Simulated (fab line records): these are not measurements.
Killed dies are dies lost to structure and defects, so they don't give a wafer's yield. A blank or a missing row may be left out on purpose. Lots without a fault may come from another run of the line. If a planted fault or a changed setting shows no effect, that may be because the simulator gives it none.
Which of the tools did it? | flow n5Finfet | at 1 step of a route of 1938, 12 lots with 36 wafers sampled

WHAT THE GAUGES SHOWED, per wafer
N5_SDB_INSPECT_36: inspects for defects (darkfield).
lot  | measured    | on               | rawDefectCount
L075 | day 4 05:20 | defectInspect-01 | 44 28 43
L077 | day 4 17:57 | defectInspect-02 | 37 50 26
L079 | day 5 05:05 | defectInspect-01 | 30 33 33
L081 | day 5 18:08 | defectInspect-01 | 37 33 42
L083 | day 6 04:54 | defectInspect-02 | 32 27 39
L086 | day 6 22:28 | defectInspect-02 | 43 38 61
L087 | day 7 04:41 | defectInspect-02 | 12 36 47
L089 | day 7 16:31 | defectInspect-02 | 34 24 16
L091 | day 8 01:11 | defectInspect-02 | 12 23 34
L093 | day 8 16:35 | defectInspect-01 | 43 64 24
L095 | day 9 05:08 | defectInspect-01 | 30 21 43
L096 | day 9 17:09 | defectInspect-02 | 46 66 48

TOOL THAT RAN EACH LOT (tool first, then ch and the chambers of the sampled wafers, then the start)
Record: no process step prior to these readings.

THE ANSWER, worked out from the rows above alone
Rule: usual is defined by the lots themselves. Put in order of their means at a reading, lots are off if they are a third of the lots or fewer, leave a main group of 4 or more, and stand apart from it by a gap of 3 or more times the standard deviation of the main group's means; of several such gaps the widest counts. A main group whose means are all the same, to the digits that the tables above print for the reading, isn't used. A lot without any number at a reading at which 4 lots or more have one is off too. All remaining lots with rows at the step are treated as sound.
Nothing can be told from this: no lot is off at any reading shown.

WHAT THE SIMULATOR HAD PUT IN
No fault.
